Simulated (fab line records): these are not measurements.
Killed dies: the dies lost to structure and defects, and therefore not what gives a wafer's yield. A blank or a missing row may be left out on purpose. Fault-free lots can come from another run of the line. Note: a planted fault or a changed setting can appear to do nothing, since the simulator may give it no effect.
A lot that was struck, set against a sound lot    flow nand-harc    15 out of 1159 route steps
Sound: the wafers L110.2, L110.4, L110.5. Struck: wafer L124.5. (L124.2, L124.3 of the same lot were not struck and are left out.) The cause comes at the end.
Per side, at each step with rows, come the tool, then ch with its chambers, and then its first start. Under that, the readings that differ: sound wafers    struck wafers    difference of the means    sigmas: that difference in standard deviations of wafers without a fault.
alike: a reading whose means differ by less than 2 such deviations, as well as words and numbers matching on both sides. not compared: withheld readings; readings where some wafer has no value; bounds like >300 that might hide an equal value; numbers whose values overlap and for which the record gives no deviation.
The two part at a step that has a row with sigmas, a row that says differs or no value, or rows on one side only. Non-overlapping numbers with no deviation appear without sigmas and do not part them. A reading missing from all wafers of one side parts the sides only when that side holds two or more wafers.

NHARC_P_GATE_INSPECT_28:
  sound: defect-inspect-01 at day 4 20:49; struck: defect-inspect-02 at day 8 07:08
  alike: raw-defect-count
then, 2 steps without rows for these wafers: NHARC_P_GATE_DESCUM_31 (chemistry O2, time 3 s); NHARC_P_GATE_ETCH_104 (etches the open film in CF4/CHF3, target depth 60 nm).
NHARC_P_GATE_HM_OPEN_105: chemistry O2/COS, target depth 360 nm.
  sound on rie-diel-07 ch 2,3; struck on rie-diel-05 ch 2
  alike: drypump-motor-current-A, oes-product-au, rf-vpp-V, showerhead-plenum-p-Torr, throttle-valve-pct
  not compared: rf-hours-counter-h
then, 1 step without rows for these wafers: NHARC_P_GATE_STRIP_106 (strips in O2/COS).
NHARC_P_GATE_ETCH_114: etches the open film in CF4/O2, target depth 30 nm, overetch 3 nm, time 16.5 s.
  sound on rie-diel-07 ch 1,2,3; struck on rie-diel-05 ch 3
  alike: drypump-motor-current-A, oes-product-au, rf-vpp-V, showerhead-plenum-p-Torr, throttle-valve-pct
  not compared: rf-hours-counter-h
NHARC_P_GATE_ETCH_32: etches the open film in HBr/Cl2, target depth 150 nm, time 100.1 s.
  sound on rie-si-06 ch 1,2,3, day 4 21:36; struck on rie-si-03 ch 1, day 8 07:49
  alike: drypump-motor-current-A, oes-product-au, throttle-valve-pct
  not compared: rf-hours-counter-h
NHARC_P_GATE_STRIP_108: strips in O2.
  sound on rie-diel-07 ch 0,1,2, day 4 21:47; struck on rie-diel-11 ch 3, day 8 07:59
reading                      sound        struck  difference  sigmas
drypump-motor-current-A (A)  6.8 6.1 6.0  5.4     -0.9        -2
  alike: oes-product-au, rf-vpp-V, showerhead-plenum-p-Torr, throttle-valve-pct
  not compared: rf-hours-counter-h
NHARC_P_GATE_CD_MEAS_33:
  sound: cd-sem-02 at day 4 21:56; struck: cd-sem-03 at day 8 08:08
  alike: cd-nm
then, 3 steps without rows for these wafers: NHARC_P_GATE_STRIP_35 (strips in SPM, time 600 s); NHARC_P_GATE_PRECLEAN_73 (cleans in SC1); NHARC_P_GATE_SRD_74.
NHARC_P_GATE_ALD_36: deposits SiNx, target thk 20 nm, pulse time 60 s, ald cycles 223.
  sound on ald-sin-01 ch 2,3, day 4 22:23; struck on ald-sin-02 ch 2, day 8 13:52
reading     sound        struck  difference  sigmas
ald-cycles  223 223 223  208     -15         
  alike: heater-power-w, precursor-pulse-height-rel
NHARC_P_GATE_ETCHBACK_37: etches the open film in CHF3/O2, target depth 34.5 nm, time 17.2 s.
  sound on rie-diel-07 ch 2,3; struck on rie-diel-05 ch 3
reading                 sound                 struck  difference  sigmas
throttle-valve-pct (%)  20.587 20.579 20.578  20.548  -0.033      -4
  alike: chf3-flow-sccm, drypump-motor-current-A, oes-product-au, rf-vpp-V, showerhead-plenum-p-Torr
  not compared: rf-hours-counter-h
-- jump in the record: it breaks off in module P_GATE and resumes in module END (first step shown: number 1159 of the route), and 15 days separate the struck wafers' starts before and after --
NHARC_END_SORT_01:
  sound on prober-01 ch 0, day 20 09:31; struck on prober-01 ch 0, day 23 03:40
reading              sound  struck  difference  sigmas
killed-at-other      0 0 0  3       +3          +3
killed-at-periphery  6 4 5  1       -4          -2
  alike: killed-at-array, killed-dies, killed-open, killed-short

## WHERE THEY PART
Earliest at NHARC_P_GATE_STRIP_108; latest, in this record, at NHARC_END_SORT_01.

WHY: what had been put in by the simulator
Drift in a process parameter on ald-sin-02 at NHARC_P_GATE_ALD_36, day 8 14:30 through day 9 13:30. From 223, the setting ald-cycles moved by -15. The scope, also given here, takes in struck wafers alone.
